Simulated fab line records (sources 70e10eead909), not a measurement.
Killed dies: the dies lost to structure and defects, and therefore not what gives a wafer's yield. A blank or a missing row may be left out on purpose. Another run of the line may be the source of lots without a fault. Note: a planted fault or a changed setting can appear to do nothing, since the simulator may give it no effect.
Chamber matching | flow nand-harc | NHARC_P_BONDPAD_DESCUM_11 on rie-diel-11 has 4 sister chambers
The step chemistry O2, time 3 s. 8 wafers are shown with their chamber, then 12 later ones without.

WAFERS WITH THEIR CHAMBER
wafer  | chamber | oes-product-au (a.u.) | rf-vpp-V (V)
L082.6 | 1       | 1.000                 | 57.6
L083.1 | 1       | 0.999                 | 58.8
L083.2 | 2       | 1.003                 | 57.2
L087.1 | 3       | 0.995                 | 58.1
L087.3 | 2       | 0.984                 | 56.3
L088.1 | 0       | 1.001                 | 60.3
L088.3 | 3       | 0.981                 | 58.2
L088.4 | 0       | 1.001                 | 58.3

WAFERS MISSING THEIR CHAMBER
wafer  | oes-product-au (a.u.) | rf-vpp-V (V)
L090.1 | 0.978                 | 57.2
L090.3 | 0.989                 | 56.7
L090.4 | 1.003                 | 57.8
L092.1 | 0.991                 | 59.3
L092.2 | 0.994                 | 57.7
L092.5 | 0.986                 | 59.0
L094.1 | 1.001                 | 58.6
L094.2 | 0.990                 | 58.2
L094.5 | 1.006                 | 58.4
L096.2 | 0.988                 | 58.5
L096.3 | 0.993                 | 57.9
L096.4 | 0.991                 | 58.4

WHICH CHAMBER EACH ONE RAN IN
wafer  | from the rows above               | in truth
L090.1 | can't be placed: 3 or 2 or 1      | 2
L090.3 | can't be placed: 2 or 3 or 1      | 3
L090.4 | can't be placed: 1 or 2 or 0 or 3 | 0
L092.1 | can't be placed: 0 or 3 or 1 or 2 | 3
L092.2 | can't be placed: 1 or 3 or 2 or 0 | 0
L092.5 | can't be placed: 3 or 0 or 1 or 2 | 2
L094.1 | can't be placed: 1 or 0 or 3 or 2 | 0
L094.2 | can't be placed: 3 or 1 or 2 or 0 | 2
L094.5 | can't be placed: 1 or 0 or 3 or 2 | 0
L096.2 | can't be placed: 3 or 1 or 0 or 2 | 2
L096.3 | can't be placed: 3 or 1 or 2 or 0 | 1
L096.4 | can't be placed: 3 or 1 or 0 or 2 | 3
Placed correctly: 0 of 12. From these rows, 12 cannot be placed; in 12 the true chamber is one of the candidates. Number placed wrongly: 0.
How it was worked out, from the rows above alone: a wafer's distance from a chamber is the root of the sum, over the readings, of the square of ((its reading less the chamber's mean) divided by the reading's scatter). The wafer belongs to the nearest chamber; if the next one is less than 2 further off, it can't be placed. A chamber's mean is the mean of its shown wafers. The scatter: the root of (the sum of the squares of (reading less its chamber's mean) over the shown wafers, divided by (wafers less chambers)).
